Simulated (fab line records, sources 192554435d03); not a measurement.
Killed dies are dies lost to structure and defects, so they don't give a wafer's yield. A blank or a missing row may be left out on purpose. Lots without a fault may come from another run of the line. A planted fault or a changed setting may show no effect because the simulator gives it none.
Chamber matching | flow n5_finfet | N5_MOL_CONTACT_COAG_DESCUM_88 on rie_diel-04: 4 sister chambers
The step chemistry O2, time 7 s. 16 wafers are shown with their chamber, then 8 later ones without.

WAFERS WITH THEIR CHAMBER
wafer  | chamber | drypump_motor_current_A (A) | showerhead_plenum_p_Torr (Torr) | oes_product_au (a.u.)
L077.1 | 3       | 5.4                         | 2.13                            | 0.84
L077.2 | 1       | 4.7                         | 2.06                            | 0.70
L077.6 | 3       | 5.4                         | 2.13                            | 0.84
L080.1 | 2       | 5.6                         | 2.15                            | 0.99
L080.3 | 3       | 5.4                         | 2.13                            | 0.83
L080.4 | 0       | 5.5                         | 2.14                            | 0.94
L082.2 | 3       | 5.4                         | 2.13                            | 0.82
L082.3 | 1       | 4.7                         | 2.06                            | 0.70
L082.6 | 0       | 5.5                         | 2.13                            | 0.93
L083.1 | 2       | 5.6                         | 2.15                            | 0.95
L083.2 | 1       | 4.8                         | 2.06                            | 0.70
L083.6 | 1       | 4.8                         | 2.06                            | 0.69
L084.1 | 3       | 5.4                         | 2.13                            | 0.82
L084.2 | 1       | 4.8                         | 2.06                            | 0.69
L084.4 | 0       | 5.5                         | 2.13                            | 0.92
L089.1 | 3       | 5.4                         | 2.12                            | 0.80

SIGNATURES (means of the wafers above)
reading                  | chamber 0 | chamber 1 | chamber 2 | chamber 3 | scatter within a chamber
drypump_motor_current_A  | 5.500     | 4.760     | 5.600     | 5.400     | 0.0316
showerhead_plenum_p_Torr | 2.1333    | 2.0600    | 2.1500    | 2.1283    | 0.00354
oes_product_au           | 0.9300    | 0.6960    | 0.9700    | 0.8250    | 0.0138
Rule: a wafer's distance from a chamber is the root of the sum, over the readings, of the square of ((its reading less the chamber's mean) divided by the reading's scatter). The wafer belongs to the nearest chamber; if the next one is less than 2 further off, it can't be placed. The scatter: the root of (the sum of the squares of (reading less its chamber's mean) over the shown wafers, divided by (wafers less chambers)).

WAFERS WITHOUT THEIR CHAMBER
wafer  | drypump_motor_current_A (A) | showerhead_plenum_p_Torr (Torr) | oes_product_au (a.u.)
L089.4 | 4.7                         | 2.05                            | 0.69
L089.6 | 4.7                         | 2.06                            | 0.69
L095.2 | 5.7                         | 2.14                            | 0.90
L095.3 | 5.4                         | 2.12                            | 0.80
L095.6 | 5.6                         | 2.14                            | 0.91
L097.3 | 5.4                         | 2.12                            | 0.79
L097.4 | 5.5                         | 2.12                            | 0.88
L097.6 | 5.6                         | 2.14                            | 0.89

WHICH CHAMBER EACH WENT THROUGH
wafer  | from the rows above     | in truth
L089.4 | 1                       | 1
L089.6 | 1                       | 1
L095.2 | can't be placed: 2 or 0 | 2
L095.3 | 3                       | 3
L095.6 | can't be placed: 0 or 2 | 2
L097.3 | 3                       | 3
L097.4 | can't be placed: 0 or 3 | 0
L097.6 | can't be placed: 0 or 2 | 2
Placed correctly: 4 of 8. Can't be placed from these rows: 4 (the true chamber is among the candidates in 4). Placed wrongly: 0.
